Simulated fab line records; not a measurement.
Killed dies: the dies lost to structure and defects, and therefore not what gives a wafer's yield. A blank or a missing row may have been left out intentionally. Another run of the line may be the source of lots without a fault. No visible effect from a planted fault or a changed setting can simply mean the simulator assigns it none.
2 desks, one fault | flow n5-finfet | numbers are kept per desk, each desk with only its own; the story behind them comes last

== AT THE TOOL OWNER'S DESK: pvd-sputter-01 ==
The tool's own readings at N5_BEOL_M1_SPUTTER_90 (material Cu, target thk 4.5 nm, time 8.29 s): means of the sampled wafers that have a number, for each lot that ran on this tool. The brackets show how far a lot's mean lies from the usual mean; more than 4 standard deviations puts the lot out of limits, marked OUT.
Columns: A = chamber-pressure-pa at N5_BEOL_M1_SPUTTER_90, usual 0.06999 Pa; B = throttle-valve-pct at N5_BEOL_M1_SPUTTER_90, usual 30.5 %
lot  | first seen here | A                         | B
L291 | day 7 12:46     | 0.07008                   | 30.3
L295 | day 7 22:52     | 0.06981                   | 30.1
L302 | day 9 16:39     | 0.06991                   | 29.6
L303 | day 10 04:01    | 0.06994                   | 30.0
L310 | day 11 05:02    | 0.08869 (+99 or more) OUT | 26.7 (-4.7) OUT
L312 | day 12 04:29    | 0.08864 (+99 or more) OUT | 26.9 (-4.5) OUT
Finding of this desk: L310, L312 out of limits; the first was L310 at day 11 05:02, on chamber-pressure-pa at N5_BEOL_M1_SPUTTER_90. In limits: L291, L295, L302, L303.

== FROM THE METROLOGY DESK ==
What the gauges read for every lot (on any tool): the sampled wafers with a number, averaged. The brackets show how far a lot's mean lies from the usual mean; more than 4 standard deviations puts the lot out of limits, marked OUT. 7 of its 10 readings are shown, namely those furthest out on some lot.
Columns: A = DIBL_N at N5_BEOL_M4_RC_MEAS_101, usual 36.0 mV/V; B = DIBL_P at N5_BEOL_M4_RC_MEAS_101, usual 36.2 mV/V; C = ION_N at N5_BEOL_M4_RC_MEAS_101, usual 679 uA/um; D = ION_P at N5_BEOL_M4_RC_MEAS_101, usual 465 uA/um; E = SS_N at N5_BEOL_M4_RC_MEAS_101, usual 71.4 mV/dec; F = SS_P at N5_BEOL_M4_RC_MEAS_101, usual 73.3 mV/dec; G = VT_P at N5_BEOL_M4_RC_MEAS_101, usual -251 mV
lot  | first seen here | A    | B    | C   | D   | E    | F    | G
L291 | day 8 23:01     | 37.2 | 36.9 | 685 | 468 | 71.4 | 73.6 | -247
L296 | day 9 14:20     | 35.9 | 35.0 | 681 | 464 | 70.8 | 73.1 | -252
L295 | day 9 14:35     | 34.1 | 35.4 | 678 | 470 | 70.6 | 72.4 | -246
L299 | day 9 18:01     | 38.0 | 40.2 | 682 | 452 | 72.3 | 74.3 | -258
L298 | day 9 22:29     | 35.2 | 35.1 | 676 | 460 | 71.5 | 73.6 | -250
L302 | day 11 10:43    | 33.6 | 34.0 | 686 | 471 | 71.0 | 72.5 | -251
L303 | day 11 11:38    | 36.1 | 35.8 | 679 | 469 | 71.4 | 73.1 | -250
L304 | day 11 16:52    | 36.0 | 35.6 | 679 | 474 | 71.1 | 72.8 | -245
L305 | day 11 20:20    | 36.8 | 37.2 | 673 | 465 | 71.8 | 73.5 | -250
L309 | day 12 16:13    | 37.6 | 38.8 | 685 | 472 | 71.9 | 73.4 | -249
L310 | day 12 19:34    | 35.2 | 37.3 | 684 | 462 | 71.4 | 73.1 | -253
L312 | day 14 01:46    | 38.1 | 37.1 | 697 | 467 | 71.5 | 74.0 | -249
This desk's finding: nothing out of limits on any of the 12 lots.

== TAKEN TOGETHER ==
The tool owner's desk had the chance to raise an alarm at day 11 05:02 on L310, L312.
Nothing out of limits was seen by the metrology desk.
The metrology desk has L310, L312 on record, within its limits.
The lots listed all ran N5_BEOL_M1_SPUTTER_90 on pvd-sputter-01.

== WHAT THE SIMULATOR HAD PUT IN ==
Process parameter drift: pvd-sputter-01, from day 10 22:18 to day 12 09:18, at N5_BEOL_M1_SPUTTER_90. The setting chamber-pressure-pa was moved by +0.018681, starting from 0.07. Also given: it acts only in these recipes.
Lots struck among those shown: L310, L312.
Hours from the fault's start to each desk's first reading out of limits: the tool owner's desk, 7.
